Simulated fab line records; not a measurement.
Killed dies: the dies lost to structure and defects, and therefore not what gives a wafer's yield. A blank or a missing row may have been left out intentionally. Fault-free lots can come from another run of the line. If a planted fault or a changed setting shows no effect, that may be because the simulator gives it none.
Comparing a struck lot with a sound one	flow nand harc	15 steps out of a route of 1159
Sound: wafers L934.1, L934.5, L934.6. Wafers struck: L933.2, L933.3, L933.4. The cause comes at the end.
At each step with rows: each side's tool, then ch and its chambers, then its first start. Under that, the readings that differ: sound wafers	struck wafers	difference of the means	sigmas: that difference in standard deviations of wafers without a fault.
alike: same words and numbers on both sides, and readings whose means sit less than 2 such deviations apart. not compared: any withheld reading, any reading some wafer has no value for, any bound like >300 that may hide the same value, and any number with overlapping values for which the record gives no deviation.
The two part at a step that has a row with sigmas, a row that says differs or no value, or rows on one side only. When numbers do not overlap yet have no deviation, they are printed without sigmas and do not part them. A reading that every wafer of one side lacks parts them only if that side has two wafers or more.

first, 8 steps without rows for these wafers: NHARC_P_GATE_DEHYDRATE_18 (time 120 s); NHARC_P_GATE_HMDS_19 (time 30 s); NHARC_P_GATE_COAT_20 (resist thk 90 nm); NHARC_P_GATE_SOFTBAKE_21 (time 55 s); NHARC_P_GATE_EBR_22; NHARC_P_GATE_EXPOSE_23 (exposes mask P GATE, target cd 120 nm); NHARC_P_GATE_PEB_24 (peb time 65 s); NHARC_P_GATE_DEVELOP_25 (develop time 35 s).
NHARC_P_GATE_CD_MEAS_26 targets a cd of 120 nm.
  sound on cd sem-02 ch 0, day 6 11:52; struck on cd sem-02 ch 0, day 6 12:29
  alike: cd nm
NHARC_P_GATE_OVL_MEAS_27:
  sound on overlay-01 at day 6 11:56; struck on overlay-01 at day 6 12:35
  alike: overlay x nm, overlay y nm
NHARC_P_GATE_INSPECT_28:
  sound on defect inspect-01 at day 6 11:59; struck on defect inspect-02 at day 6 12:37
  alike: raw defect count
NHARC_P_GATE_DESCUM_31: chemistry O2, time 3 s.
  sound on rie diel-02 ch 1,2, day 6 12:04; struck on rie diel-02 ch 1,2,3, day 6 12:40
  alike: drypump motor current A, oes product au, rf vpp V, showerhead plenum p Torr, throttle valve pct
  not compared: rf hours counter h
NHARC_P_GATE_ETCH_104: etches the open film in CF4/CHF3, target depth 60 nm.
  sound on rie diel-02 ch 0,1, day 6 12:09; struck on rie diel-02 ch 1,2,3, day 6 12:50
reading	sound	struck	difference	sigmas
oes product au (a.u.)	0.922 0.921 0.933	0.713 0.712 0.704	-0.216	-11
rf fwd power W (W)	495.9 495.0 489.3	289.6 290.9 288.6	-203.7	-70
model.P_GATE.cd nm (nm)	120.1 120.6 121.3	123.2 122.3 121.7	+1.7	
  alike: cf4 flow sccm, drypump motor current A, rf vpp V, showerhead plenum p Torr, throttle valve pct
NHARC_P_GATE_HM_OPEN_105: chemistry O2/COS, target depth 360 nm.
  sound on rie diel-02 ch 1,2,3; struck on rie diel-02 ch 1,2,3
  alike: drypump motor current A, oes product au, rf vpp V, showerhead plenum p Torr, throttle valve pct
  not compared: rf hours counter h
-- the record jumps here: 15 days lie between the struck wafers' starts before and after (it left off in module P_GATE and takes up again in module END, whose first step shown is number 1159 of the route) --
NHARC_END_SORT_01:
  sound on prober-02 ch 0, day 21 05:10; struck on prober-02 ch 0, day 21 13:44
  alike: killed at array, killed at other, killed at periphery, killed dies, killed open, killed short

## WHERE THEY PART
At NHARC_P_GATE_ETCH_104 and nowhere else, as far as this record goes. Later steps at which nothing parts them and some readings are alike: NHARC_P_GATE_HM_OPEN_105, NHARC_END_SORT_01.

WHY: what had been put in by the simulator
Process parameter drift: rie diel-02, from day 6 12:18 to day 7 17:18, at NHARC_P_GATE_ETCH_104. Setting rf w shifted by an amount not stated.
